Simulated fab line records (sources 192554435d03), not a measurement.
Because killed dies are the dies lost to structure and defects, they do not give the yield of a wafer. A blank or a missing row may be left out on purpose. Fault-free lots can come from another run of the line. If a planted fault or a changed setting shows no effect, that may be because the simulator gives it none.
Matching of chambers	flow n5-finfet	N5_BEOL_M6_DESCUM_16 on rie-diel-03: 4 sister chambers
The step chemistry O2, time 7.9 s. 4 wafers are shown with their chamber, then 9 later ones without.

WAFERS PAIRED WITH THEIR CHAMBERS
wafer	chamber	drypump-motor-current-A (A)
L090.2	1	5.83
L089.2	0	5.84
L089.4	3	5.45
L089.5	2	4.93

WAFERS WITHOUT THEIR CHAMBER
wafer	drypump-motor-current-A (A)
L091.2	5.83
L091.4	4.94
L091.5	5.84
L093.1	4.96
L093.2	5.83
L093.4	5.43
L096.2	5.85
L096.3	5.43
L096.5	5.43

THE CHAMBER EACH PASSED THROUGH
wafer	from the rows above	in truth
L091.2	can't be placed: 1 or 0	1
L091.4	2	2
L091.5	can't be placed: 0 or 1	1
L093.1	2	2
L093.2	can't be placed: 1 or 0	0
L093.4	3	3
L096.2	can't be placed: 0 or 1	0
L096.3	3	3
L096.5	3	3
Correctly placed: 5 of 9. Not placeable from these rows: 4 (in 4, the candidates include the true chamber). 0 placed wrongly.
How it was worked out, from the rows above alone: a wafer's distance from a chamber is the root of the sum, over the readings, of the square of ((its reading less the chamber's mean) divided by the reading's scatter). If the next closest chamber is less than 2 further off than the closest, the wafer can't be placed; otherwise it belongs to the closest. Each chamber's mean is taken over the wafers shown for it. The scatter: with one shown wafer a chamber, the root of the mean of the squares of how far each hidden wafer lies from its nearest shown one.
